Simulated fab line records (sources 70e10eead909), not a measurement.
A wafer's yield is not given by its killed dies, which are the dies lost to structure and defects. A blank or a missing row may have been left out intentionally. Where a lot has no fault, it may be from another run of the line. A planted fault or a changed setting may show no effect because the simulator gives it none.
A lot that was struck, set against a sound lot    flow nandHarc    15 out of 1159 route steps
Sound: wafers L878.1, L878.5, L878.6. The struck wafers were L881.1, L881.3, L881.4. Last of all comes the cause.
For every step that has rows: the tool of each side, followed by ch and its chambers, followed by its first start. Under that, the readings that differ: sound wafers    struck wafers    difference of the means    sigmas: that difference in standard deviations of wafers without a fault.
alike: a reading whose means differ by less than 2 such deviations, as well as words and numbers matching on both sides. not compared: withheld readings; readings where some wafer has no value; bounds like >300 that might hide an equal value; numbers whose values overlap and for which the record gives no deviation.
Wherever a step has rows on one side only, a row that says differs or no value, or a row with sigmas, the two part there. Non-overlapping numbers with no deviation appear without sigmas and do not part them. A reading that every wafer of one side lacks parts them only if that side has two wafers or more.

NHARC_A_CONTACT_ETCH_138: etches the open film in C4F8/O2/Ar, time 132 s, target depth 1289 nm.
  sound on harCapEtch-03 ch 0,1, day 16 17:21; struck on harCapEtch-01 ch 0,1, day 18 15:24
  not compared: rfHoursCounterH
then, 1 step without rows for these wafers: NHARC_A_CONTACT_ETCH_139 (etches the open film in C4F8/O2/Ar, time 137 s, target depth 590 nm).
NHARC_A_CONTACT_ETCH_92: etches the open film in CH3F/O2, target depth 40 nm, time 85.7 s.
  sound on rieDiel-10 ch 0,1, day 16 17:52; struck on rieDiel-10 ch 1,2,3, day 18 15:55
  alike: drypumpMotorCurrentA, o2FlowSccm, oesProductAu, rfVppV, showerheadPlenumPTorr, throttleValvePct
  not compared: rfHoursCounterH
NHARC_A_CONTACT_ETCH_98: etches the open film in C4F6/O2, target depth 20 nm, time 10 s.
  sound on rieDiel-10 ch 0,1,3; struck on rieDiel-10 ch 1,2,3
  alike: drypumpMotorCurrentA, o2FlowSccm, oesProductAu, rfVppV, showerheadPlenumPTorr, throttleValvePct
  not compared: rfHoursCounterH
NHARC_A_CONTACT_CD_MEAS_15:
  sound on cdSem-01, day 16 18:04; struck on cdSem-03, day 18 16:07
  alike: cdNm
then, 4 steps without rows for these wafers: NHARC_A_CONTACT_STRIP_107 (strips in N2/H2); NHARC_A_CONTACT_STRIP_108 (strips in CF4/CHF3); NHARC_A_CONTACT_STRIP_109 (strips in O2/COS); NHARC_A_CONTACT_ETCH_110 (etches the open film in CF4/O2, target depth 50 nm, overetch 5 nm, time 27.5 s).
NHARC_A_CONTACT_STRIP_26: strips in O2.
  sound on rieDiel-09 ch 0,2,3; struck on rieDiel-09 ch 0,1,3
  alike: drypumpMotorCurrentA, o2FlowSccm, oesProductAu, rfVppV, showerheadPlenumPTorr, throttleValvePct
  not compared: rfHoursCounterH
then, 1 step without rows for these wafers: NHARC_A_CONTACT_STRIP_27 (strips in post etch residue remover, time 600 s).
NHARC_A_CONTACT_ALD_18: deposits TiN, target thk 3 nm, pulse time 1 s, ald cycles 150.
  sound on aldMetal-04 ch 1,2,3, day 16 19:03; struck on aldMetal-03 ch 1,2,3, day 18 17:04
  alike: heaterPowerW, precursorPulseHeightRel
NHARC_A_CONTACT_CVD_19: deposits W, target thk 300 nm, time 802 s.
  sound on cvdW-01 ch 0,1, day 16 19:20; struck on cvdW-01 ch 0,1, day 18 18:18
  alike: heaterPowerW, throttleValvePct
NHARC_A_CONTACT_CMP_20: polishes, t overpolish 30 s, target thk 300 nm.
  sound on cmp-03 ch 0,2,3, day 16 20:10; struck on cmp-04 ch 0,1,2, day 18 19:19
reading              sound     struck       difference  sigmas
timeToEndpointS (s)  50 58 61  116 120 121  +63         +15
  alike: motorCurrentA, overpolishRunS
NHARC_END_SORT_01:
  sound on prober-02 ch 0, day 19 10:14; struck on prober-01 ch 0, day 20 14:18
  alike: killedAtArray, killedAtOther, killedAtPeriphery, killedDies, killedOpen, killedShort

## WHERE THEY PART
NHARC_A_CONTACT_CMP_20 only, going by this record. Later steps at which nothing parts them and some readings are alike: NHARC_END_SORT_01.

WHY: what the simulator had put in
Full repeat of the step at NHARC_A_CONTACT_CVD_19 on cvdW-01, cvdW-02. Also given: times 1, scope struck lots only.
